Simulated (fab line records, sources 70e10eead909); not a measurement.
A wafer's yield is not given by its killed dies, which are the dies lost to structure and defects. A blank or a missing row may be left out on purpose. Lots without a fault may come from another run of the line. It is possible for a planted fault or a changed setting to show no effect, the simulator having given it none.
fab line records	flow nand-harc
[record] lots = 24	wafers = 72	last-day = 24
route steps=1159 shown A_STAIRCASE@733 A_SLIT@797 A_WL_FILL@813
lots untouched by any fault: they come from a run of this same line in which no faults occurred
start-h: hours from the record's opening day to when the first of the lot's shown wafers began	wait-h: hours elapsed since this lot's preceding step	" the same as in the row above	L1.1+2: one row covering several wafers at once	- no value, or no start was given	* or withheld: withheld	< > ~ a bound
route shown NAME@n: names a module that has steps shown in the file, with the first one's number in the route	usual: mean and standard deviation over wafers with no fault	same: alike in all rows	chamber/n: place in a boat	sites: the reading at each site	_std_site: the standard deviation of these	_edge_site: mean of outer sites minus mean of inner sites	radius-mm: for every site, how far away it sits from the centre of the wafer	mask NAME#n: copy n	behind: the last tool/chamber to shape the wafer	hold: what put the lot on hold/how long, in hours/how the hold closed	device: the n, p or np transistor that did not switch	end of line: at the end of the route, the tests of the same wafers	a step without rows: its recipe alone	killed: at the first sort, the dies lost to defects and structure; wafer yield is something else	map: per-die view of a wafer (x killed, . not killed, _ where there is no die)
set.NAME: the setting that was run; set.NAME@STEP: the one run at that earlier step	model.NAME: the simulator's own value behind a step, which no gauge read
route steps across a sampled set of lots; one table per step, one row per wafer
services: the hour from which a tool's chamber was out of use, counted from the record's first day as start-h (under 0 if before that day), plus the number of hours and why
[[steps]]
[step NHARC_A_STAIRCASE_CMP_450]
[recipe] target-thk-nm = 200	material = SiO2
[usual] motor-current-A = 11.7/1.2
lot.wafer	tool	chamber	start-h	wait-h	motor-current-A
L075.2	cmp-02	2	307.97	-	11.2
L075.1	"	3	"	"	9.9
L075.6	"	3	"	"	9.5
L074.1	cmp-02	1	308.89	-	13.0
L074.2	"	3	"	"	9.9
L074.6	"	2	"	"	11.2
L076.4	cmp-01	3	323.29	-	12.7
L076.1	"	0	"	"	10.5
L076.5	"	0	"	"	11.0
L077.3	cmp-02	1	323.44	-	13.0
L077.4	"	2	"	"	11.5
L077.5	"	3	"	"	10.1
L078.2	cmp-01	3	323.85	-	12.9
L078.1	"	0	"	"	9.7
L078.5	"	3	"	"	12.4
L080.1	cmp-01	2	330.56	-	11.8
L080.4	"	0	"	"	10.7
L080.6	"	2	"	"	11.4
L079.3	cmp-02	2	330.88	-	11.9
L079.6	"	0	"	"	11.2
L079.5	"	1	"	"	12.7
L083.2	cmp-01	1	343.94	-	11.6
L083.6	"	2	"	"	11.1
L083.5	"	3	"	"	12.4
L082.1	cmp-02	2	344.08	-	11.6
L082.3	"	3	"	"	9.9
L082.5	"	0	"	"	11.1
L081.1	cmp-01	0	355.68	-	10.5
L081.2	"	1	"	"	12.1
L081.5	"	0	"	"	10.5
L084.4	cmp-03	0	367.56	-	13.8
L084.1	"	2	"	"	12.3
L084.5	"	0	"	"	13.9
L085.1	cmp-01	0	367.87	-	10.4
L085.6	"	1	"	"	11.9
L085.5	"	2	"	"	11.3
L087.3	cmp-03	1	376.84	-	11.9
L087.1	"	0	"	"	14.1
L087.5	"	2	"	"	12.3
L086.1	cmp-02	3	377.50	-	9.7
L086.4	"	0	"	"	11.1
L086.2	"	1	"	"	12.9
L088.2	cmp-03	1	386.83	-	11.9
L088.4	"	3	"	"	10.2
L088.6	"	1	"	"	11.9
L089.4	cmp-03	1	388.51	-	12.1
L089.5	"	3	"	"	10.2
L089.6	"	0	"	"	13.7
L090.4	cmp-03	2	405.48	-	11.9
L090.2	"	3	"	"	9.9
L090.6	"	1	"	"	11.6
L093.3	cmp-03	3	405.76	-	10.1
L093.1	"	0	"	"	14.2
L093.2	"	2	"	"	11.8
L092.3	cmp-01	0	406.00	-	11.0
L092.1	"	2	"	"	11.0
L092.5	"	3	"	"	11.9
L091.3	cmp-03	0	407.43	-	13.5
L091.1	"	2	"	"	11.8
L091.6	"	0	"	"	14.4
L094.4	cmp-03	1	416.76	-	11.7
L094.3	"	2	"	"	12.5
L094.6	"	3	"	"	10.2
L095.3	cmp-02	0	417.21	-	11.0
L095.6	"	1	"	"	12.6
L095.5	"	2	"	"	11.4
L097.2	cmp-01	0	435.99	-	11.1
L097.1	"	2	"	"	12.1
L097.6	"	3	"	"	12.7
L096.4	cmp-01	3	446.02	-	13.1
L096.1	"	0	"	"	10.8
L096.6	"	3	"	"	11.9
[step NHARC_A_STAIRCASE_CMP_472]
[recipe] material = SiO2
[usual] motor-current-A = 11.8/1.1
lot.wafer	tool	chamber	start-h	wait-h	motor-current-A
L075.1	cmp-02	1	309.86	0.2	12.9
L075.2	"	2	"	"	11.9
L075.6	"	1	"	"	12.6
L074.1	cmp-01	3	310.69	0.3	13.3
L074.2	"	0	"	"	10.5
L074.6	"	2	"	"	11.8
L076.4	cmp-01	3	324.80	0.1	12.3
L076.1	"	2	"	"	11.6
L076.5	"	3	"	"	13.4
L077.4	cmp-01	3	325.01	0.3	12.7
L077.3	"	0	"	"	11.1
L077.5	"	2	"	"	11.1
L078.2	cmp-01	3	325.46	0.4	12.9
L078.1	"	0	"	"	11.1
L078.5	"	3	"	"	13.2
L080.1	cmp-01	3	332.15	0.2	12.7
L080.4	"	0	"	"	10.5
L080.6	"	3	"	"	13.0
L079.3	cmp-01	2	332.37	0.2	12.0
L079.5	"	0	"	"	10.6
L079.6	"	1	"	"	11.8
L083.2	cmp-02	1	345.60	0.3	13.1
L083.5	"	3	"	"	10.1
L083.6	"	0	"	"	11.6
L082.3	cmp-03	1	345.65	0.3	12.1
L082.1	"	2	"	"	12.5
L082.5	"	0	"	"	14.7
L081.1	cmp-01	3	357.14	0.2	12.4
L081.2	"	1	"	"	11.8
L081.5	"	3	"	"	12.3
L084.4	cmp-03	3	369.00	0.1	10.1
L084.1	"	0	"	"	14.0
L084.5	"	3	"	"	10.0
L085.1	cmp-01	3	369.46	0.3	12.8
L085.6	"	2	"	"	11.0
L085.5	"	3	"	"	12.8
L087.3	cmp-03	0	378.65	0.2	14.5
L087.1	"	1	"	"	12.2
L087.5	"	0	"	"	14.3
L086.1	cmp-02	3	378.97	0.2	9.5
L086.2	"	1	"	"	13.2
L086.4	"	2	"	"	11.7
L088.2	cmp-01	1	388.32	0.3	11.4
L088.4	"	2	"	"	12.2
L088.6	"	3	"	"	13.0
L089.4	cmp-01	2	389.93	0.2	11.4
L089.6	"	2	"	"	11.6
L089.5	"	3	"	"	12.5
L090.4	cmp-01	3	407.03	0.1	13.5
L090.2	"	1	"	"	11.6
L090.6	"	3	"	"	12.7
L093.2	cmp-03	2	407.24	0.2	12.4
L093.1	"	0	"	"	13.9
L093.3	"	1	"	"	12.3
L092.3	cmp-01	3	407.54	0.3	12.8
L092.1	"	0	"	"	10.8
L092.5	"	2	"	"	11.7
L091.3	cmp-01	2	408.97	0.3	11.7
L091.1	"	1	"	"	11.8
L091.6	"	3	"	"	13.1
L094.4	cmp-03	2	418.43	0.2	12.2
L094.3	"	3	"	"	10.2
L094.6	"	1	"	"	11.4
L095.3	cmp-01	2	419.04	0.3	11.7
L095.6	"	3	"	"	12.2
L095.5	"	0	"	"	11.1
L097.2	cmp-01	0	437.43	0.2	10.0
L097.1	"	1	"	"	11.4
L097.6	"	0	"	"	10.6
L096.4	cmp-02	0	447.60	0.2	11.7
L096.1	"	1	"	"	12.4
L096.6	"	1	"	"	12.7
[step NHARC_A_SLIT_ETCH_26]
[recipe] bias-v = 400	source-w = 2000	pressure-mtorr = 25	time-s = 90	ar-flow-sccm = 375	c4f8-flow-sccm = 41.7	o2-flow-sccm = 83.3	target-depth-a = 4000	chemistry = C4F8/O2/Ar
[usual] chamber-pressure-mTorr = 24.999/0.024	drypump-motor-current-A = 5.7/0.31	o2-flow-sccm = 83.29/0.24	showerhead-plenum-p-Torr = 3.76/0.053	throttle-valve-pct = 27.619/0.0084
lot.wafer	tool	chamber	start-h	wait-h	chamber-pressure-mTorr	drypump-motor-current-A	o2-flow-sccm	rf-hours-counter-h	showerhead-plenum-p-Torr	throttle-valve-pct
L075.2	har-etch-02	1	324.20	1.3	24.982	5.8	83.05	175	3.72	27.613
L075.1	"	0	"	"	24.998	5.5	83.26	175	3.73	27.621
L075.6	"	1	"	"	25.027	5.8	82.68	-	3.72	27.632
L074.1	har-etch-02	0	325.91	1.3	25.025	5.5	83.48	177	3.72	27.615
L074.2	"	1	"	"	25.078	5.8	83.28	177	3.72	27.604
L074.6	"	1	"	"	25.004	5.8	83.52	-	3.72	27.614
L078.2	har-etch-02	1	339.95	1.3	24.990	5.8	83.16	182	3.72	27.627
L078.1	"	0	"	"	24.988	5.5	83.25	182	3.72	27.616
L078.5	"	0	"	"	24.989	5.5	83.29	-	3.72	27.626
L076.1	har-etch-01	0	340.23	1.0	24.981	6.2	83.01	9	3.83	27.638
L076.4	"	1	"	"	25.005	5.2	83.32	-	3.83	27.616
L076.5	"	0	"	"	25.011	6.1	82.98	-	3.83	27.620
L077.3	har-etch-02	1	341.71	0.8	24.995	5.8	83.19	-	3.71	27.617
L077.4	"	0	"	"	24.989	5.5	83.34	-	3.72	27.635
L077.5	"	0	"	"	24.987	5.5	83.25	-	3.72	27.619
L080.1	har-etch-02	0	346.62	1.3	25.016	5.5	83.06	185	3.72	27.610
L080.4	"	1	"	"	24.983	5.8	83.38	-	3.71	27.626
L080.6	"	0	"	"	24.998	5.5	83.32	-	3.72	27.596
L079.3	har-etch-01	0	346.85	0.6	25.013	6.1	83.55	-	3.83	27.610
L079.5	"	1	"	"	25.023	5.2	83.17	-	3.83	27.621
L079.6	"	0	"	"	25.035	6.0	83.36	-	3.83	27.624
L082.1	har-etch-02	1	359.09	1.2	24.989	5.8	83.04	195	3.71	27.621
L082.3	"	1	"	"	24.987	5.8	82.99	-	3.71	27.606
L082.5	"	0	"	"	24.996	5.5	83.51	-	3.72	27.618
L083.2	har-etch-01	1	359.56	1.2	25.009	5.3	83.23	24	3.82	27.618
L083.5	"	1	"	"	24.977	5.3	83.28	-	3.82	27.614
L083.6	"	0	"	"	25.011	6.1	83.46	-	3.82	27.602
L081.1	har-etch-02	0	374.69	1.2	25.016	5.5	83.63	200	3.71	27.630
L081.2	"	1	"	"	24.964	5.8	83.15	200	3.71	27.623
L081.5	"	0	"	"	24.999	5.5	83.44	-	3.71	27.616
L085.1	har-etch-02	1	381.86	1.0	24.972	5.8	83.34	202	3.70	27.622
L085.6	"	0	"	"	24.994	5.5	83.22	-	3.71	27.616
L085.5	"	1	"	"	25.019	5.8	83.27	-	3.70	27.623
L084.1	har-etch-01	0	382.13	1.0	24.981	6.1	83.07	33	3.82	27.636
L084.4	"	1	"	"	25.000	5.3	83.30	-	3.82	27.616
L084.5	"	0	"	"	24.998	6.1	83.28	-	3.82	27.618
L087.1	har-etch-02	1	396.26	1.2	24.997	5.8	83.28	207	3.70	27.609
L087.3	"	0	"	"	24.982	5.5	83.36	-	3.71	27.607
L087.5	"	1	"	"	25.024	5.8	83.07	-	3.70	27.621
L086.2	har-etch-01	1	396.85	1.2	24.931	5.2	83.35	39	3.81	27.602
L086.1	"	0	"	"	24.990	6.1	83.24	39	3.81	27.633
L086.4	"	0	"	"	24.996	6.0	83.79	-	3.81	27.610
L088.2	har-etch-02	1	404.44	1.0	24.971	5.8	82.80	212	3.70	27.623
L088.4	"	1	"	"	24.978	5.9	83.30	-	3.70	27.625
L088.6	"	1	"	"	24.987	5.8	83.34	-	3.70	27.599
L089.4	har-etch-01	1	405.52	0.6	25.002	5.2	82.98	-	3.81	27.634
L089.5	"	0	"	"	25.002	6.1	82.92	-	3.81	27.621
L089.6	"	1	"	"	24.978	5.2	83.13	-	3.81	27.612
L090.2	har-etch-01	0	420.23	1.0	25.018	6.1	83.39	46	3.81	27.621
L090.4	"	1	"	"	25.026	5.2	83.34	-	3.81	27.623
L090.6	"	1	"	"	25.014	5.2	82.98	-	3.81	27.626
L091.1	har-etch-01	1	421.90	1.0	25.009	5.2	83.30	47	3.81	27.614
L091.3	"	0	"	"	24.983	6.1	83.05	-	3.81	27.629
L091.6	"	0	"	"	25.027	6.1	82.93	-	3.81	27.618
L093.1	har-etch-01	1	423.54	1.2	25.010	5.3	82.79	49	3.81	27.627
L093.2	"	0	"	"	25.037	6.1	83.57	49	3.81	27.611
L093.3	"	0	"	"	25.032	6.1	83.18	-	3.81	27.627
L092.1	har-etch-02	0	424.30	1.2	24.968	5.5	83.18	222	3.70	27.626
L092.3	"	0	"	"	25.015	5.5	83.58	-	3.70	27.614
L092.5	"	1	"	"	24.975	5.8	83.45	-	3.69	27.614
L094.3	har-etch-01	1	431.86	0.8	24.994	5.3	83.38	-	3.81	27.613
L094.4	"	0	"	"	25.019	6.1	83.44	-	3.81	27.626
L094.6	"	1	"	"	25.051	5.2	83.08	-	3.81	27.605
L095.3	har-etch-02	0	432.48	0.6	25.007	5.5	82.96	-	3.70	27.629
L095.5	"	1	"	"	25.004	5.8	83.72	-	3.69	27.615
L095.6	"	0	"	"	25.002	5.5	83.22	-	3.70	27.630
L097.1	har-etch-01	0	452.49	1.2	24.987	6.1	83.28	59	3.80	27.624
L097.2	"	1	"	"	25.001	5.3	83.43	59	3.80	27.617
L097.6	"	0	"	"	25.020	6.1	83.24	-	3.80	27.625
L096.1	har-etch-02	0	462.54	1.0	24.963	5.5	83.45	233	3.69	27.625
L096.4	"	0	"	"	24.995	5.5	83.60	-	3.69	27.607
L096.6	"	0	"	"	24.973	5.5	83.49	-	3.69	27.599
[step NHARC_A_SLIT_STRIP_18]
[recipe] o2-flow-sccm = 500	ar-flow-sccm = 0	bias-w = 0	chemistry = O2
[usual] chamber-pressure-mTorr = 60.00/0.054	drypump-motor-current-A = 5.6/0.4	o2-flow-sccm = 500.3/1.5	oes-product-au = 1.004/0.01	rf-vpp-V = 57.9/0.92	showerhead-plenum-p-Torr = 3.62/0.13	throttle-valve-pct = 17.036/0.0092
lot.wafer	tool	chamber	start-h	wait-h	chamber-pressure-mTorr	drypump-motor-current-A	o2-flow-sccm	oes-product-au	rf-hours-counter-h	rf-vpp-V	showerhead-plenum-p-Torr	throttle-valve-pct
L075.2	rie-diel-04	2	-	-	59.94	5.5	499.4	0.995	1	58.3	3.59	17.035
L075.1	"	3	"	"	60.09	6.4	498.8	1.003	1	57.1	3.68	17.034
L075.6	"	1	"	"	59.89	6.0	500.9	1.014	-	57.5	3.77	17.035
L074.1	rie-diel-04	0	-	-	59.97	5.6	499.4	0.996	1	57.7	3.72	17.027
L074.2	"	1	"	"	59.88	6.0	498.5	1.011	1	57.4	3.77	17.042
L074.6	"	2	"	"	59.94	5.5	498.3	0.991	-	57.9	3.59	17.034
L078.1	rie-diel-04	0	-	-	59.92	5.6	499.4	1.003	3	58.7	3.72	17.034
L078.2	"	1	"	"	60.06	5.9	500.2	1.009	2	57.5	3.77	17.028
L078.5	"	0	"	"	59.97	5.6	500.9	1.008	-	57.7	3.72	17.021
L076.1	rie-diel-02	3	-	-	60.08	5.4	501.0	0.988	1	59.4	3.66	17.038
L076.4	"	1	"	"	60.06	5.7	503.0	1.016	1	59.1	3.79	17.048
L076.5	"	0	"	"	59.99	6.3	500.9	1.007	-	57.8	3.57	17.035
L077.4	rie-diel-07	2	-	-	60.00	5.8	504.5	1.024	7	59.1	3.67	17.026
L077.3	"	3	"	"	60.08	5.3	499.3	1.013	8	58.5	3.30	17.047
L077.5	"	1	"	"	59.97	5.2	501.5	1.005	-	59.0	3.70	17.045
L080.1	rie-diel-02	0	-	-	60.00	6.3	501.8	0.998	2	57.8	3.56	17.042
L080.4	"	1	"	"	59.99	5.6	498.7	1.018	2	58.0	3.79	17.036
L080.6	"	2	"	"	60.00	5.6	501.8	1.010	-	58.6	3.53	17.036
L079.3	rie-diel-07	0	-	-	60.05	5.1	498.1	0.987	8	59.0	3.60	17.029
L079.5	"	3	"	"	59.97	5.3	498.8	1.001	-	57.6	3.30	17.038
L079.6	"	0	"	"	60.07	5.1	500.8	1.006	-	59.3	3.60	17.026
L082.1	rie-diel-02	0	-	-	59.90	6.3	501.1	1.012	3	56.9	3.56	17.021
L082.3	"	2	"	"	59.97	5.7	503.2	1.007	2	58.0	3.53	17.039
L082.5	"	0	"	"	60.05	6.3	501.5	1.002	-	57.8	3.56	17.041
L083.2	rie-diel-07	0	-	-	59.93	5.1	501.0	0.999	9	56.8	3.59	17.034
L083.6	"	0	"	"	60.03	5.1	500.0	0.986	-	57.3	3.59	17.043
L083.5	"	1	"	"	60.09	5.2	498.9	1.009	-	58.5	3.70	17.032
L081.1	rie-diel-07	2	-	-	60.02	5.8	499.3	1.023	9	58.0	3.67	17.027
L081.2	"	3	"	"	60.04	5.3	500.8	0.990	11	56.8	3.30	17.034
L081.5	"	2	"	"	59.96	5.8	496.9	1.024	-	57.6	3.67	17.047
L085.1	rie-diel-02	3	-	-	60.04	5.4	501.5	0.995	3	58.9	3.66	17.025
L085.5	"	2	"	"	59.97	5.7	499.6	1.015	-	57.6	3.53	17.039
L085.6	"	3	"	"	59.89	5.4	501.9	0.998	-	57.3	3.66	17.042
L084.1	rie-diel-07	1	-	-	59.98	5.2	495.4	1.013	9	57.9	3.70	17.047
L084.4	"	2	"	"	59.94	5.8	501.0	1.018	10	57.8	3.67	17.045
L084.5	"	1	"	"	60.00	5.2	497.2	1.000	-	56.8	3.70	17.037
L087.3	rie-diel-04	3	-	-	59.95	6.4	501.8	0.993	7	58.8	3.68	17.024
L087.1	"	1	"	"	59.96	6.0	497.6	1.001	6	57.9	3.77	17.042
L087.5	"	3	"	"	60.10	6.4	499.6	0.994	-	56.5	3.68	17.034
L086.4	rie-diel-02	2	-	-	60.01	5.7	498.7	1.009	3	56.7	3.53	17.034
L086.1	"	0	"	"	60.00	6.3	501.4	1.005	4	58.8	3.56	17.048
L086.2	"	1	"	"	59.98	5.7	500.6	1.018	3	59.1	3.79	17.033
L088.2	rie-diel-02	3	-	-	60.03	5.4	498.6	0.999	4	57.1	3.66	17.026
L088.4	"	1	"	"	59.92	5.6	497.1	1.020	4	57.6	3.79	17.041
L088.6	"	3	"	"	59.88	5.4	499.8	0.999	-	59.5	3.66	17.043
L089.4	rie-diel-04	2	-	-	60.00	5.5	499.9	0.995	8	57.0	3.58	17.032
L089.6	"	3	"	"	60.00	6.4	504.2	0.996	-	57.6	3.68	17.017
L089.5	"	0	"	"	60.08	5.6	500.0	1.006	-	57.6	3.72	17.030
L090.4	rie-diel-02	2	-	-	60.01	5.7	498.1	0.994	4	56.9	3.53	17.031
L090.2	"	3	"	"	60.03	5.4	500.1	1.008	5	58.0	3.66	17.032
L090.6	"	0	"	"	59.96	6.3	500.7	1.007	-	58.0	3.56	17.036
L091.1	rie-diel-07	0	-	-	59.95	5.1	497.5	1.005	1	59.3	3.59	17.031
L091.3	"	1	"	"	59.99	5.2	499.7	1.002	1	57.3	3.70	17.036
L091.6	"	2	"	"	60.05	5.8	500.0	1.019	-	56.6	3.67	17.028
L093.2	rie-diel-07	2	-	-	59.99	5.8	501.0	1.022	1	58.6	3.67	17.034
L093.3	"	3	"	"	60.09	5.3	500.9	0.997	1	56.4	3.30	17.037
L093.1	"	1	"	"	60.04	5.2	499.4	1.012	1	55.8	3.70	17.046
L092.3	rie-diel-04	3	-	-	60.04	6.4	501.2	1.002	9	59.3	3.67	17.038
L092.1	"	0	"	"	60.00	5.6	500.6	1.012	9	56.4	3.72	17.040
L092.5	"	2	"	"	60.04	5.5	502.2	0.998	-	57.7	3.58	17.043
L094.3	rie-diel-07	2	-	-	60.00	5.8	501.1	1.015	2	57.3	3.67	17.063
L094.4	"	1	"	"	60.06	5.2	500.5	1.006	2	57.7	3.70	17.037
L094.6	"	3	"	"	59.96	5.3	500.5	0.987	-	57.9	3.30	17.042
L095.3	rie-diel-04	3	-	-	59.97	6.4	500.7	1.003	9	57.4	3.67	17.031
L095.5	"	1	"	"	60.08	6.0	502.6	1.001	-	59.1	3.77	17.035
L095.6	"	2	"	"	59.95	5.5	500.7	1.009	-	57.2	3.58	17.047
L097.2	rie-diel-07	3	-	-	60.05	5.3	503.0	0.996	3	57.3	3.30	17.037
L097.1	"	0	"	"	60.06	5.1	500.5	0.991	2	59.1	3.59	17.036
L097.6	"	0	"	"	60.03	5.1	500.4	0.994	-	58.0	3.59	17.030
L096.1	rie-diel-02	0	-	-	60.09	6.3	500.2	1.000	10	57.1	3.56	17.023
L096.4	"	2	"	"	59.94	5.7	500.5	1.007	8	57.8	3.53	17.042
L096.6	"	0	"	"	59.95	6.3	498.9	1.005	-	57.9	3.56	17.044
[step NHARC_A_WL_FILL_CVD_03]
[recipe] target-thk-a = 400	temp-c = 300	pressure-torr = 40	wf6-flow-sccm = 40	h2-flow-sccm = 1600	ar-flow-sccm = 1560	time-s = 3302	material = W
[usual] heater-power-outer-w = 235/17	heater-power-w = 419/43	throttle-valve-pct = 7.86/0.2
lot.wafer	tool	chamber	start-h	wait-h	heater-power-outer-w	heater-power-w	throttle-valve-pct
L074.2	cvd-w-02	1	336.08	0.1	250	450	7.66
L074.1	"	0	"	"	210	352	7.92
L074.6	"	0	338.43	2.4	217	363	7.82
L075.2	cvd-w-01	1	337.92	1.8	247	462	7.86
L075.1	"	0	"	"	232	384	7.65
L075.6	"	0	340.27	4.2	224	394	7.44
L078.1	cvd-w-02	0	349.99	0.1	217	360	7.61
L078.2	"	1	"	"	252	448	7.78
L078.5	"	0	351.84	1.9	220	371	7.77
L077.3	cvd-w-01	0	350.75	1.0	226	388	8.11
L077.4	"	1	"	"	248	475	7.97
L077.5	"	1	"	"	257	474	8.25
L076.1	cvd-w-02	1	352.77	2.7	240	448	7.95
L076.4	"	1	"	"	247	429	7.97
L076.5	"	1	"	"	245	454	7.97
L080.1	cvd-w-01	0	363.40	7.1	237	396	7.54
L080.4	"	1	"	"	249	477	7.80
L080.6	"	0	365.25	8.9	232	401	7.73
L079.3	cvd-w-02	1	365.10	8.6	247	444	7.76
L079.6	"	1	"	"	246	442	7.76
L079.5	"	0	"	"	219	359	7.73
L082.1	cvd-w-01	0	369.35	0.5	225	386	8.00
L082.3	"	0	"	"	232	399	7.80
L082.5	"	1	"	"	251	478	8.20
L083.2	cvd-w-02	1	369.36	0.5	244	451	7.90
L083.6	"	0	370.75	1.9	219	369	7.70
L083.5	"	1	"	"	248	447	7.98
L081.1	cvd-w-01	1	393.42	8.4	254	472	8.29
L081.2	"	0	"	"	227	403	8.01
L081.5	"	0	395.77	10.7	226	403	7.88
L085.1	cvd-w-01	0	398.01	6.4	233	399	7.66
L085.6	"	1	399.42	7.8	252	476	7.83
L085.5	"	0	"	"	234	396	7.77
L084.1	cvd-w-01	1	400.83	9.1	254	469	7.87
L084.4	"	1	"	"	251	458	7.94
L084.5	"	1	"	"	262	482	8.20
L086.1	cvd-w-01	0	406.35	0.1	227	400	8.01
L086.2	"	1	"	"	255	490	7.96
L086.4	"	1	"	"	253	468	8.18
L087.1	cvd-w-02	0	407.15	0.5	214	367	7.80
L087.3	"	1	"	"	244	429	8.04
L087.5	"	0	409.04	2.4	208	367	7.82
L088.2	cvd-w-01	0	418.95	4.5	228	389	7.81
L088.4	"	1	"	"	250	478	7.94
L088.6	"	1	"	"	257	471	8.38
L089.4	cvd-w-02	1	419.92	5.4	246	437	7.83
L089.6	"	0	"	"	207	359	7.71
L089.5	"	1	"	"	242	432	7.82
L090.2	cvd-w-02	1	430.50	0.5	240	443	7.92
L090.4	"	0	"	"	214	367	7.60
L090.6	"	0	"	"	211	367	7.59
L091.1	cvd-w-02	0	432.87	2.7	205	361	7.91
L091.3	"	0	"	"	210	366	7.74
L091.6	"	0	"	"	207	360	7.88
L093.2	cvd-w-01	1	436.27	2.8	253	468	8.07
L093.1	"	0	"	"	235	395	7.88
L093.3	"	1	"	"	250	477	8.05
L092.1	cvd-w-02	0	437.19	3.6	210	368	7.62
L092.3	"	0	439.08	5.5	210	353	7.58
L092.5	"	0	440.96	7.3	212	368	7.66
L094.4	cvd-w-01	0	446.23	3.2	233	393	7.79
L094.3	"	1	"	"	259	480	8.00
L094.6	"	1	"	"	258	477	8.53
L095.3	cvd-w-01	1	449.06	5.9	257	489	7.91
L095.5	"	1	"	"	256	483	8.23
L095.6	"	0	"	"	227	399	7.82
L097.2	cvd-w-01	1	462.73	0.5	254	477	7.88
L097.1	"	0	"	"	226	397	7.62
L097.6	"	0	465.08	2.9	228	398	7.76
L096.1	cvd-w-02	1	472.41	0.1	241	432	8.04
L096.4	"	1	"	"	240	443	7.95
L096.6	"	0	474.73	2.4	208	356	7.75
[step NHARC_A_WL_FILL_CMP_12]
[recipe] t-overpolish-s = 30	target-thk-nm = 75
[usual] motor-current-A = 11.9/1.3	overpolish-run-s = 30.002/0.0084	time-to-endpoint-s = 15.3/2.5
lot.wafer	tool	chamber	start-h	wait-h	motor-current-A	overpolish-run-s	time-to-endpoint-s
L075.1	cmp-03	1	362.96	4.3	11.5	29.998	16.3
L075.2	"	3	"	"	10.2	29.997	13.7
L075.6	"	1	"	"	11.9	30.003	16.0
L074.1	cmp-04	1	364.93	3.6	12.4	29.996	17.5
L074.2	"	2	"	"	11.0	30.018	19.5
L074.6	"	0	"	"	11.6	30.020	17.5
L077.4	cmp-03	0	376.69	2.9	15.1	29.998	13.4
L077.3	"	2	"	"	12.7	29.995	13.0
L077.5	"	0	"	"	14.6	30.009	12.1
L078.1	cmp-02	0	376.82	3.7	11.7	30.017	16.5
L078.2	"	2	"	"	11.7	30.010	19.5
L078.5	"	3	"	"	10.1	29.999	14.0
L076.4	cmp-03	3	382.16	2.9	10.6	29.997	14.3
L076.1	"	0	"	"	15.1	29.998	15.7
L076.5	"	3	"	"	10.1	30.009	11.3
L080.4	cmp-03	3	389.81	2.2	10.2	30.002	12.3
L080.1	"	1	"	"	12.4	29.988	14.1
L080.6	"	3	"	"	9.8	30.008	13.0
L079.3	cmp-03	3	394.26	2.3	10.4	29.990	13.4
L079.5	"	0	"	"	14.2	30.002	13.7
L079.6	"	1	"	"	12.0	30.007	13.7
L083.2	cmp-03	0	401.68	4.4	13.7	29.998	12.3
L083.6	"	0	"	"	13.5	29.999	11.0
L083.5	"	1	"	"	11.8	30.014	13.4
L082.3	cmp-03	1	406.00	2.9	12.9	30.002	16.2
L082.1	"	3	"	"	9.7	30.000	14.9
L082.5	"	1	"	"	11.7	30.006	16.0
L085.1	cmp-04	0	419.24	3.7	10.9	30.002	16.8
L085.5	"	3	"	"	11.8	29.999	12.4
L085.6	"	0	"	"	10.8	30.006	18.1
L081.2	cmp-02	1	419.26	3.6	13.0	29.997	18.8
L081.1	"	3	"	"	9.9	30.006	11.3
L081.5	"	2	"	"	11.3	30.004	15.5
L084.4	cmp-02	1	427.67	2.2	12.4	29.993	19.6
L084.1	"	0	"	"	11.4	29.994	20.1
L084.5	"	1	"	"	12.6	30.008	20.2
L087.3	cmp-03	3	432.69	2.9	10.0	29.996	13.3
L087.1	"	1	"	"	11.7	30.003	17.5
L087.5	"	0	"	"	13.9	30.004	16.2
L086.1	cmp-02	0	437.01	3.6	10.3	29.998	16.2
L086.2	"	2	"	"	11.4	30.010	18.4
L086.4	"	3	"	"	9.6	29.997	15.8
L089.4	cmp-03	3	444.87	2.2	10.7	30.001	13.1
L089.5	"	3	"	"	9.8	30.014	14.9
L089.6	"	0	"	"	14.2	30.001	13.9
L088.4	cmp-03	0	452.23	3.6	14.7	29.993	18.0
L088.2	"	2	"	"	12.5	29.988	15.0
L088.6	"	0	"	"	14.1	29.988	16.7
L090.4	cmp-04	2	457.30	2.2	11.5	29.999	17.4
L090.2	"	1	"	"	12.6	30.012	17.2
L090.6	"	3	"	"	12.7	29.990	12.6
L091.1	cmp-04	3	457.54	4.4	11.7	29.995	14.9
L091.3	"	0	"	"	11.1	29.988	17.2
L091.6	"	0	"	"	11.3	29.995	19.2
L093.1	cmp-03	1	462.84	4.4	12.2	30.014	15.2
L093.3	"	3	"	"	10.0	30.000	10.6
L093.2	"	0	"	"	13.6	30.003	15.5
L092.3	cmp-04	3	467.17	3.0	12.3	30.010	12.6
L092.1	"	0	"	"	11.3	30.002	14.6
L092.5	"	2	"	"	11.0	30.012	15.5
L095.3	cmp-03	0	470.60	2.2	13.7	30.003	16.8
L095.6	"	2	"	"	12.1	29.981	13.3
L095.5	"	3	"	"	10.6	30.011	9.0
L094.4	cmp-03	2	471.48	2.2	12.2	29.988	14.5
L094.3	"	0	"	"	14.5	29.991	15.8
L094.6	"	2	"	"	11.8	30.006	14.1
L097.2	cmp-03	2	488.19	4.4	12.4	29.997	16.9
L097.1	"	3	"	"	10.1	30.001	13.1
L097.6	"	1	"	"	12.5	29.993	18.9
L096.1	cmp-02	2	497.42	4.3	11.1	29.996	16.2
L096.4	"	3	"	"	10.1	29.995	13.2
L096.6	"	3	"	"	9.3	29.992	14.4
[[services]]
tool	chamber	start-h	hours	kind
cvd-w-01	-	294.77	13.0	pm
cmp-01	-	297.73	3.8	repair
cmp-01	-	303.38	2.4	repair
har-etch-01	-	305.00	17.0	pm
rie-diel-02	3	307.35	14.0	repair
cmp-03	-	322.11	5.5	repair
cmp-02	-	324.64	4.0	pm
cmp-03	-	351.78	4.2	repair
cmp-03	-	356.02	4.0	pm
cmp-01	-	375.65	4.0	pm
cvd-w-02	-	381.42	13.0	pm
rie-diel-07	2	384.10	8.5	repair
cmp-02	-	387.63	2.8	repair
cmp-02	-	391.22	4.1	repair
rie-diel-07	-	405.20	9.0	pm
cmp-02	-	422.64	4.0	pm
rie-diel-07	0	423.32	7.5	repair
cmp-03	-	454.02	4.0	pm
cmp-01	-	461.92	1.0	repair
har-etch-01	-	469.02	2.2	repair
cmp-02	-	471.07	3.0	repair
cmp-01	-	473.65	4.0	pm
cvd-w-01	-	475.77	13.0	pm
cmp-02	-	484.47	0.6	repair
[[key]]
fault none
